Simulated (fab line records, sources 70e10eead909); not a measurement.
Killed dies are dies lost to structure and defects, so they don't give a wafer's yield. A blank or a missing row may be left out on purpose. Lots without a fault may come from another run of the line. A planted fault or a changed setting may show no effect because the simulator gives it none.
fab line records | flow nand_harc
record lots=5 wafers=15 last_day=33
route steps=1302 shown P_ZERO_WELL@29 END@1302
lots that met no fault: from a run of the same line without faults
start_h: hours from the record's first day to the start of the lot's first wafer shown | wait_h: hours since the lot's step before | " the same as in the row above | L1.1+2: a row that stands for several wafers | - no value, or no start given | * or withheld: withheld | < > ~ a bound
route shown NAME@n: a module of which the file shows steps, and the number in the route of the first | usual: mean/standard deviation of fault-free wafers | same: alike in all rows | chamber/n: place in a boat | sites: the reading at each site | _std_site: their standard deviation | _edge_site: outer sites' mean less inner sites' | radius_mm: how far each site lies from the wafer's centre | mask NAME#n: copy n | behind: the tool/chamber that last shaped the wafer | hold: why the lot was held/for how many hours/how that ended | device: the transistor (n, p or np) that didn't switch | end of line: the same wafers' tests at the end of the route | a step without rows: its recipe alone | killed: dies lost to structure and defects at the first sort, not the wafer's yield | map: a wafer's dies, x killed, . not, _ none there
set.NAME: the setting as run; set.NAME@STEP: as run at that earlier step | model.NAME: the simulator's own value behind a step, which no gauge read
lots at some steps of the route; a table a step, a row a wafer
services: from which hour (start_h, from the record's first day; less than 0 if before it) a tool's chamber was out of use, for how many hours, and why
## steps
# step NHARC_P_ZERO_WELL_CD_MEAS_24
# recipe target_cd_nm=720 landing_energy_ev=500
# usual cd_nm=719.8/1.7
# columns lot.wafer tool chamber start_h wait_h cd_nm
L175.4 cd_sem-01 0 32.48 - 719.0
L175.5 " 0 " " 718.8
L175.6 " 0 " " 719.3
L181.1 cd_sem-02 0 92.62 - 723.1
L181.4 " 0 " " 718.4
L181.6 " 0 " " 718.5
L192.1 cd_sem-03 0 202.53 - 716.1
L192.5 " 0 " " 719.6
L192.6 " 0 " " 717.7
L193.1 cd_sem-03 0 212.61 - 720.3
L193.2 " 0 " " 719.9
L193.4 " 0 " " 722.1
L194.2 cd_sem-02 0 222.79 - 720.3
L194.3 " 0 " " 718.4
L194.6 " 0 " " 719.9
# step NHARC_P_ZERO_WELL_HARDBAKE_25
# recipe temp_c=125 time_s=80
# step NHARC_P_ZERO_WELL_DESCUM_26
# recipe time_s=3 o2_flow_sccm=200 ar_flow_sccm=0 bias_power_w=0 chemistry=O2
# usual drypump_motor_current_A=5.6/0.49 oes_product_au=1.002/0.0088 rf_vpp_V=57.6/0.89 showerhead_plenum_p_Torr=1.88/0.11 throttle_valve_pct=11.311/0.009
# columns lot.wafer tool chamber start_h wait_h drypump_motor_current_A oes_product_au rf_hours_counter_h rf_vpp_V showerhead_plenum_p_Torr throttle_valve_pct
L175.4 rie_diel-09 3 32.68 - 6.3 1.010 - 56.5 1.77 11.309
L175.5 " 0 " " 5.9 1.002 - 58.3 1.79 11.307
L175.6 " 1 " " 6.3 0.989 - 56.8 2.07 11.309
L181.4 rie_diel-06 0 92.78 - 5.4 1.004 43 56.7 1.85 11.297
L181.1 " 2 " " 4.9 1.006 40 58.5 1.91 11.304
L181.6 " 1 " " 5.3 1.003 - 55.9 1.76 11.307
L192.1 rie_diel-12 3 202.69 - 5.9 1.004 36 57.8 1.79 11.290
L192.5 " 3 " " 5.9 0.996 - 57.9 1.79 11.308
L192.6 " 0 " " 6.3 1.011 - 58.2 1.97 11.321
L193.1 rie_diel-06 3 212.77 - 5.4 1.016 22 57.5 1.81 11.324
L193.2 " 1 " " 5.2 1.011 22 58.4 2.07 11.306
L193.4 " 2 " " 4.9 0.999 21 58.4 1.90 11.312
L194.3 rie_diel-12 1 222.94 - 6.6 0.994 41 57.4 1.82 11.322
L194.2 " 3 " " 5.8 0.993 48 55.9 1.78 11.312
L194.6 " 2 " " 5.4 1.008 - 56.8 1.83 11.314
# step NHARC_P_ZERO_WELL_IMPLANT_27
# recipe energy_kev=600 dose_cm2=1e+13 tilt_deg=7
# step NHARC_P_ZERO_WELL_IMPLANT_57
# recipe energy_kev=250 dose_cm2=4e+12 tilt_deg=7
# step NHARC_P_ZERO_WELL_IMPLANT_58
# recipe energy_kev=100 dose_cm2=2e+12 tilt_deg=7
# step NHARC_P_ZERO_WELL_STRIP_28
# recipe time_s=840 temp_c=130 chemistry=SPM
# step NHARC_P_ZERO_WELL_DEHYDRATE_29
# recipe temp_c=150 time_s=120
# step NHARC_P_ZERO_WELL_HMDS_30
# recipe time_s=30
# step NHARC_P_ZERO_WELL_COAT_31
# recipe spin_rpm=withheld
# step NHARC_P_ZERO_WELL_SOFTBAKE_32
# recipe temp_c=122 time_s=95
# step NHARC_P_ZERO_WELL_EBR_33
# step NHARC_P_ZERO_WELL_EXPOSE_34
# recipe na=0.6 target_cd_nm=720 dose_mj=22.31 mask_id=P_PWELL
# usual exposure_dose_mJ_cm2=22.310/0.021 reticle_temp_C=23.01/0.12
# columns lot.wafer tool chamber start_h wait_h mask exposure_dose_mJ_cm2 reticle_temp_C
L175.4 krf_scanner-01 0 34.00 - P_PWELL#0 22.274 23.01
L175.5 " 0 " " P_PWELL#0 22.268 23.11
L175.6 " 0 " " P_PWELL#0 22.284 23.06
L181.1 krf_scanner-01 0 94.11 - P_PWELL_R1#0 22.340 22.81
L181.4 " 0 " " P_PWELL_R1#0 22.354 22.85
L181.6 " 0 " " P_PWELL_R1#0 22.339 22.85
L192.1 krf_scanner-02 0 204.01 - P_PWELL#0 22.340 22.95
L192.5 " 0 " " P_PWELL#0 22.310 23.03
L192.6 " 0 " " P_PWELL#0 22.301 22.86
L193.1 krf_scanner-04 0 214.09 - P_PWELL#0 22.315 23.18
L193.2 " 0 " " P_PWELL#0 22.321 22.84
L193.4 " 0 " " P_PWELL#0 22.330 23.03
L194.2 krf_scanner-02 0 224.26 - P_PWELL#0 22.288 23.21
L194.3 " 0 " " P_PWELL#0 22.313 23.08
L194.6 " 0 " " P_PWELL#0 22.307 23.02
# step NHARC_P_ZERO_WELL_PEB_35
# recipe peb_temp_c=118 peb_time_s=85
# step NHARC_P_ZERO_WELL_DEVELOP_36
# recipe time_s=70
# step NHARC_P_ZERO_WELL_CD_MEAS_37
# recipe target_cd_nm=720 landing_energy_ev=500
# usual cd_nm=719.6/1.6
# columns lot.wafer tool chamber start_h wait_h cd_nm
L175.4 cd_sem-01 0 34.14 - 721.0
L175.5 " 0 " " 721.2
L175.6 " 0 " " 719.3
L181.1 cd_sem-02 0 94.26 - 780.0
L181.4 " 0 " " 780.8
L181.6 " 0 " " 779.5
L192.1 cd_sem-03 0 204.16 - 717.6
L192.5 " 0 " " 716.3
L192.6 " 0 " " 718.2
L193.1 cd_sem-03 0 214.25 - 720.3
L193.2 " 0 " " 718.4
L193.4 " 0 " " 719.3
L194.2 cd_sem-01 0 224.42 - 717.9
L194.3 " 0 " " 721.1
L194.6 " 0 " " 722.0
# step NHARC_P_ZERO_WELL_HARDBAKE_38
# recipe temp_c=125 time_s=80
# step NHARC_END_SORT_01
# recipe temp_c=25
# usual killed_at_array=55/22 killed_at_other=1.1/1.4 killed_at_periphery=4/3.2 killed_dies=59/22 killed_open=3.3/1.8 killed_short=2.5/1.5
# same gross_dies=677
# columns lot.wafer tool chamber start_h wait_h killed_at_array killed_at_other killed_at_periphery killed_dies killed_open killed_short
L181.1 prober-02 0 638.11 2.5 24 0 5 29 4 1
L181.4 prober-02 0 640.53 3.4 21 0 6 27 2 0
# killed by level:class
L181.1 A_CHANNEL_HOLE_D2:chamber_film_flake=11 P_ZERO_WELL:area_expose=4 A_CHANNEL_HOLE_D1:chamber_film_flake=3 A_CONTACT:chamber_film_flake=3 A_STAIRCASE:chamber_film_flake=2 P_M0:geometric_particle:open=1 A_ONON_D1:geometric_particle:open=1 A_CHANNEL_HOLE_D1:geometric_particle:short=1
L181.4 A_CHANNEL_HOLE_D2:chamber_film_flake=11 P_STI:chamber_film_flake=3 A_STAIRCASE:chamber_film_flake=3 A_SLIT:chamber_film_flake=2 P_ZERO_WELL:area_expose=2 A_DECK1_JOINT:geometric_particle:open=1 A_SGD_CUT:geometric_particle:open=1 P_M2:chamber_film_flake=1
## services
# columns tool chamber start_h hours kind
krf_scanner-04 - 10.00 4.0 pm
rie_diel-06 0 12.02 - clean
rie_diel-06 1 12.02 - clean
rie_diel-06 2 12.02 - clean
rie_diel-06 3 12.02 - clean
rie_diel-12 0 21.58 - clean
rie_diel-12 1 21.58 - clean
rie_diel-12 2 21.58 - clean
rie_diel-12 3 21.58 - clean
rie_diel-09 2 26.75 12.6 repair
rie_diel-12 - 44.56 0.2 repair
krf_scanner-04 - 46.18 2.0 repair
krf_scanner-01 - 46.25 1.3 repair
krf_scanner-02 - 94.00 4.0 pm
krf_scanner-04 - 121.16 1.1 repair
rie_diel-09 3 129.91 4.4 repair
rie_diel-06 - 130.97 9.0 pm
krf_scanner-01 - 140.03 4.0 pm
rie_diel-09 - 143.45 9.0 pm
krf_scanner-04 - 182.00 4.0 pm
krf_scanner-01 - 190.75 22.3 repair
rie_diel-12 2 204.52 5.5 repair
krf_scanner-04 - 215.07 33.3 repair
rie_diel-06 - 216.99 1.8 repair
## key
first_sign step=NHARC_P_ZERO_WELL_EXPOSE_34 reading=mask direction=changed
effect step=NHARC_P_ZERO_WELL_CD_MEAS_37 reading=cd_nm direction=up sigmas=37 usual=719.6 struck=780.1
met_at NHARC_P_ZERO_WELL_EXPOSE_34
struck_wafers L181.1,L181.4,L181.6
tester_left_out L181
onset_between 34.00 94.11
fault kind=wrong_mask tool=any chamber=- onset_h=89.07 steps=NHARC_P_ZERO_WELL_EXPOSE_34 aux_copy=P_PWELL_R1#0 cd_offset_nm=59.958 scope=struck_lots_only
# tester_left_out: of these lots the tester's yield and bins aren't shown, on N5 and GAA mostly nor the transistor test; their killed dies are dies lost to structure and defects alone, not to doping, threshold or leakage, so they don't give the yield
